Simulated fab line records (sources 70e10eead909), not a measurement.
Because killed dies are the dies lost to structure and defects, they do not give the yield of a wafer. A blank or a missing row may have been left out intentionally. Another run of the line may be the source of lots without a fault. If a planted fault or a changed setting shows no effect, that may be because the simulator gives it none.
Chamber matching | flow nandHarc | cmp-04 running NHARC_A_SGD_CUT_CMP_21: 4 sister chambers
The step polishes, target thk 148.19 nm. 16 wafers are shown with their chamber, then 8 later ones without.

WAFERS, EACH WITH ITS CHAMBER
wafer  | chamber | motorCurrentA (A) | timeToEndpointS (s)
L076.2 | 1       | 10.6              | 51.5
L076.3 | 0       | 11.7              | 52.2
L076.5 | 0       | 11.6              | 53.9
L077.1 | 0       | 11.3              | 51.2
L077.2 | 1       | 10.3              | 46.7
L077.3 | 3       | 10.2              | 51.1
L081.2 | 3       | 10.3              | 48.3
L081.5 | 2       | 11.2              | 49.7
L081.6 | 3       | 10.4              | 48.3
L087.2 | 1       | 10.4              | 47.6
L087.4 | 0       | 11.7              | 54.2
L087.5 | 1       | 10.0              | 48.3
L086.3 | 3       | 10.9              | 51.4
L086.4 | 1       | 10.3              | 51.0
L086.5 | 0       | 11.8              | 55.4
L089.1 | 0       | 11.4              | 50.4

SIGNATURES (means of the wafers above)
reading         | chamber 0 | chamber 1 | chamber 2 | chamber 3 | scatter within a chamber
motorCurrentA   | 11.583    | 10.320    | 11.200    | 10.450    | 0.236
timeToEndpointS | 52.883    | 49.020    | 49.700    | 49.775    | 1.94
Rule: a wafer's distance from a chamber is the root of the sum, over the readings, of the square of ((its reading less the chamber's mean) divided by the reading's scatter). The wafer belongs to the nearest chamber; if the next one is less than 2 further off, it can't be placed. The scatter: the root of (the sum of the squares of (reading less its chamber's mean) over the shown wafers, divided by (wafers less chambers)).

WAFERS WITH NO CHAMBER GIVEN
wafer  | motorCurrentA (A) | timeToEndpointS (s)
L089.5 | 10.4              | 45.0
L089.6 | 10.7              | 44.2
L094.1 | 11.0              | 47.6
L094.4 | 10.0              | 48.6
L094.6 | 9.6               | 44.9
L095.3 | 9.7               | 45.5
L095.5 | 9.7               | 46.1
L095.6 | 10.4              | 48.2

CHAMBER TAKEN BY EACH
wafer  | from the rows above          | in truth
L089.5 | can't be placed: 1 or 3      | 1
L089.6 | can't be placed: 1 or 3 or 2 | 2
L094.1 | can't be placed: 2 or 3 or 1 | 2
L094.4 | can't be placed: 1 or 3      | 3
L094.6 | can't be placed: 1 or 3      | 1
L095.3 | can't be placed: 1 or 3      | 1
L095.5 | can't be placed: 1 or 3      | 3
L095.6 | can't be placed: 1 or 3      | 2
0 of 8 placed correctly. From these rows, 8 cannot be placed; in 7 the true chamber is one of the candidates. Wrongly placed: 0.
